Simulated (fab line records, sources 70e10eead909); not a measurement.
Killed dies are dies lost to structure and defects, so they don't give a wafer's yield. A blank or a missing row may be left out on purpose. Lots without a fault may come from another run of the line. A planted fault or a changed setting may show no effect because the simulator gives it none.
A struck lot beside a sound one | flow nand_harc | 15 steps out of a route of 1302
Sound: wafers L944.2, L944.3, L944.6. Struck: wafers L955.1, L955.2, L955.3. The cause comes at the end.
At each step with rows: each side's tool, then ch and its chambers, then its first start. Under that, the readings that differ: sound wafers | struck wafers | difference of the means | sigmas: that difference in standard deviations of wafers without a fault.
alike: readings whose means differ by less than 2 such deviations, and words and numbers that are the same on both sides. not compared: withheld readings, readings that some wafer has no value for, bounds like >300 that may hide the same value, and numbers for which the record gives no deviation and whose values overlap.
The two part at a step that has a row with sigmas, a row that says differs or no value, or rows on one side only. Numbers that don't overlap but have no deviation are shown without sigmas and don't part them. A reading that every wafer of one side lacks parts them only if that side has two wafers or more.

NHARC_A_CONTACT_INSPECT_71:
  sound on defect_inspect-02, day 22 23:50; struck on defect_inspect-01, day 28 11:05
  reading          | sound    | struck     | difference | sigmas
  raw_defect_count | 33 15 12 | 88 105 105 | +79        | +2
then, 1 step without rows for these wafers: NHARC_A_CONTACT_DESCUM_74 (chemistry O2, time 3 s).
NHARC_A_CONTACT_ETCH_75: etches the open film in CF4, target depth 39 nm, time 65 s.
  sound on rie_diel-09 ch 2,3, day 22 23:59; struck on rie_diel-09 ch 0,2,3, day 28 11:14
  alike: bias_w, cf4_flow_sccm, drypump_motor_current_A, oes_product_au, rf_vpp_V, showerhead_plenum_p_Torr, throttle_valve_pct
  not compared: rf_hours_counter_h
then, 2 steps without rows for these wafers: NHARC_A_CONTACT_ETCH_76 (etches the open film in N2/H2, target depth 260 nm, time 475.3 s); NHARC_A_CONTACT_ETCH_77 (etches the open film in CF4/CHF3, target depth 108.9 nm, time 54.5 s).
NHARC_A_CONTACT_ETCH_78: etches the open film in O2/COS, target depth 5300 nm, time 1378 s.
  sound on rie_diel-09 ch 0,1,3; struck on rie_diel-09 ch 0,1,2
  alike: bias_w, chamber_pressure_mTorr, drypump_motor_current_A, oes_product_au, rf_vpp_V, showerhead_plenum_p_Torr, throttle_valve_pct
  not compared: rf_hours_counter_h
then, 3 steps without rows for these wafers: NHARC_A_CONTACT_ETCH_124 (etches the open film in C4F8/O2/Ar, time 140 s, target depth 700 nm); NHARC_A_CONTACT_ETCH_125 (etches the open film in C4F8/O2/Ar, time 197 s, target depth 1918 nm); NHARC_A_CONTACT_ETCH_126 (etches the open film in C4F8/O2/Ar, time 197 s, target depth 1918 nm).
NHARC_A_CONTACT_ETCH_127: etches the open film in C4F8/O2/Ar, time 197 s, target depth 1918 nm.
  sound on har_cap_etch-03 ch 0, day 23 02:03; struck on har_cap_etch-02 ch 0,1, day 28 13:20
  alike: chamber_pressure_mTorr, oes_air_line_au
  not compared: rf_hours_counter_h
NHARC_A_CONTACT_ETCH_128: etches the open film in C4F8/O2/Ar, time 197 s, target depth 1918 nm.
  sound on har_cap_etch-03 ch 0, day 23 02:13; struck on har_cap_etch-02 ch 0,1, day 28 13:31
  alike: chamber_pressure_mTorr, oes_air_line_au
  not compared: rf_hours_counter_h
NHARC_A_CONTACT_ETCH_129: etches the open film in C4F8/O2/Ar, time 197 s, target depth 1918 nm.
  sound on har_cap_etch-03 ch 0, day 23 02:24; struck on har_cap_etch-02 ch 0,1, day 28 13:41
  alike: chamber_pressure_mTorr, oes_air_line_au
  not compared: rf_hours_counter_h
NHARC_A_CONTACT_ETCH_130: etches the open film in C4F8/O2/Ar, time 197 s, target depth 1918 nm.
  sound on har_cap_etch-03 ch 0, day 23 02:35; struck on har_cap_etch-02 ch 0,1, day 28 13:52
  no value came back on the struck wafers for chamber_pressure_mTorr (mTorr), oes_air_line_au (a.u.), time_s (s); on the sound wafers chamber_pressure_mTorr (mTorr) reads 19.988 19.997 20.021
  not compared: rf_hours_counter_h
then, 1 step without rows for these wafers: NHARC_A_CONTACT_ETCH_131 (etches the open film in C4F8/O2/Ar, time 197 s, target depth 1918 nm).
-- the record jumps here: 2 days lie between the struck wafers' starts before and after (it left off in module A_CONTACT and takes up again in module END, whose first step shown is number 1302 of the route) --
NHARC_END_SORT_01:
  the record has rows for the struck wafers here (prober-02 ch 0, day 30 23:43) and none for the sound ones

WHERE THEY PART
First at NHARC_A_CONTACT_INSPECT_71; last, within this record, at NHARC_END_SORT_01.

WHY: what the simulator had put in
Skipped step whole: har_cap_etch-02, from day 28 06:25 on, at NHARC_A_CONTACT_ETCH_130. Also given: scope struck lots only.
